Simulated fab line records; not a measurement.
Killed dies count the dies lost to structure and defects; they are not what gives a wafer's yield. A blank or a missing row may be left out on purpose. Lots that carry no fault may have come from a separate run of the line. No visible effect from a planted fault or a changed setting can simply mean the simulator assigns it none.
Matching of chambers + flow n5_finfet + 4 sister chambers for N5_GATE_CUT_DESCUM_18 on rie_diel-06
The step chemistry O2, time 7 s. 4 wafers are shown with their chamber, then 10 later ones without.

WAFERS PAIRED WITH THEIR CHAMBERS
| wafer  | chamber | showerhead_plenum_p_Torr (Torr) |
|--------|---------|---------------------------------|
| L085.6 | 2       | 2.18                            |
| L091.5 | 1       | 2.07                            |
| L092.2 | 0       | 2.05                            |
| L092.4 | 3       | 2.22                            |

WAFERS WHOSE CHAMBER IS MISSING
| wafer  | showerhead_plenum_p_Torr (Torr) |
|--------|---------------------------------|
| L092.6 | 2.05                            |
| L093.1 | 2.17                            |
| L093.4 | 2.05                            |
| L093.6 | 2.05                            |
| L094.1 | 2.17                            |
| L094.2 | 2.22                            |
| L094.6 | 2.17                            |
| L095.3 | 2.22                            |
| L095.5 | 2.17                            |
| L095.6 | 2.07                            |

WHICH CHAMBER EACH ONE RAN IN
| wafer  | from the rows above | in truth |
|--------|---------------------|----------|
| L092.6 | 0                   | 0        |
| L093.1 | 2                   | 2        |
| L093.4 | 0                   | 0        |
| L093.6 | 0                   | 0        |
| L094.1 | 2                   | 2        |
| L094.2 | 3                   | 3        |
| L094.6 | 2                   | 2        |
| L095.3 | 3                   | 3        |
| L095.5 | 2                   | 2        |
| L095.6 | 1                   | 1        |
Correctly placed: 10 of 10. Left unplaced by these rows: 0. 0 placed wrongly.
How it was worked out, from the rows above alone: a wafer's distance from a chamber is the root of the sum, over the readings, of the square of ((its reading less the chamber's mean) divided by the reading's scatter). If the next closest chamber is less than 2 further off than the closest, the wafer can't be placed; otherwise it belongs to the closest. The mean given for a chamber averages the wafers shown for that chamber. The scatter: with one shown wafer a chamber, the root of the mean of the squares of how far each hidden wafer lies from its nearest shown one.
